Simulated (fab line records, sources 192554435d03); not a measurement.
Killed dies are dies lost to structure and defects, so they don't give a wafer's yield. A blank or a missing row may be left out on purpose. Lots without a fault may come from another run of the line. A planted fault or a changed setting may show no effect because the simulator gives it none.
Chamber matching | flow n5_finfet | N5_BEOL_M6_CURE_74 on uv_cure-01: 3 sister chambers
The step cures SiCOH lowk, time 240 s. 16 wafers are shown with their chamber, then 8 later ones without.

WAFERS WITH THEIR CHAMBER
wafer  | chamber | wafer_temp_C_max | lamp_power_pct (%)
L074.3 | 1       | 387.9            | 52.29
L074.4 | 1       | 387.3            | 52.33
L074.5 | 1       | 388.1            | 52.32
L075.2 | 1       | 388.2            | 52.26
L075.5 | 1       | 387.9            | 52.29
L075.6 | 1       | 387.5            | 52.28
L080.3 | 0       | 387.6            | 52.36
L080.4 | 0       | 386.9            | 52.37
L080.5 | 0       | 387.5            | 52.39
L078.1 | 2       | 386.3            | 52.26
L078.2 | 2       | 386.1            | 52.38
L078.5 | 2       | 386.0            | 52.33
L084.1 | 2       | 386.6            | 52.31
L084.3 | 2       | 385.7            | 52.31
L084.4 | 2       | 385.9            | 52.33
L086.1 | 0       | 387.7            | 52.34

SIGNATURES (means of the wafers above)
reading          | chamber 0 | chamber 1 | chamber 2 | scatter within a chamber
wafer_temp_C_max | 387.425   | 387.817   | 386.100   | 0.339
lamp_power_pct   | 52.3650   | 52.2950   | 52.3200   | 0.0307
Rule: a wafer's distance from a chamber is the root of the sum, over the readings, of the square of ((its reading less the chamber's mean) divided by the reading's scatter). The wafer belongs to the nearest chamber; if the next one is less than 2 further off, it can't be placed. The scatter: the root of (the sum of the squares of (reading less its chamber's mean) over the shown wafers, divided by (wafers less chambers)).

WAFERS WITHOUT THEIR CHAMBER
wafer  | wafer_temp_C_max | lamp_power_pct (%)
L086.3 | 387.6            | 52.36
L086.5 | 387.7            | 52.36
L087.1 | 387.6            | 52.33
L087.4 | 387.9            | 52.25
L087.5 | 387.7            | 52.24
L096.1 | 385.8            | 52.27
L096.3 | 385.7            | 52.30
L096.5 | 386.5            | 52.30

WHICH CHAMBER EACH WENT THROUGH
wafer  | from the rows above     | in truth
L086.3 | can't be placed: 0 or 1 | 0
L086.5 | can't be placed: 0 or 1 | 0
L087.1 | can't be placed: 0 or 1 | 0
L087.4 | 1                       | 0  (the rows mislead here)
L087.5 | 1                       | 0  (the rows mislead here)
L096.1 | 2                       | 2
L096.3 | 2                       | 2
L096.5 | 2                       | 2
Placed correctly: 3 of 8. Can't be placed from these rows: 3 (the true chamber is among the candidates in 3). Placed wrongly: 2.
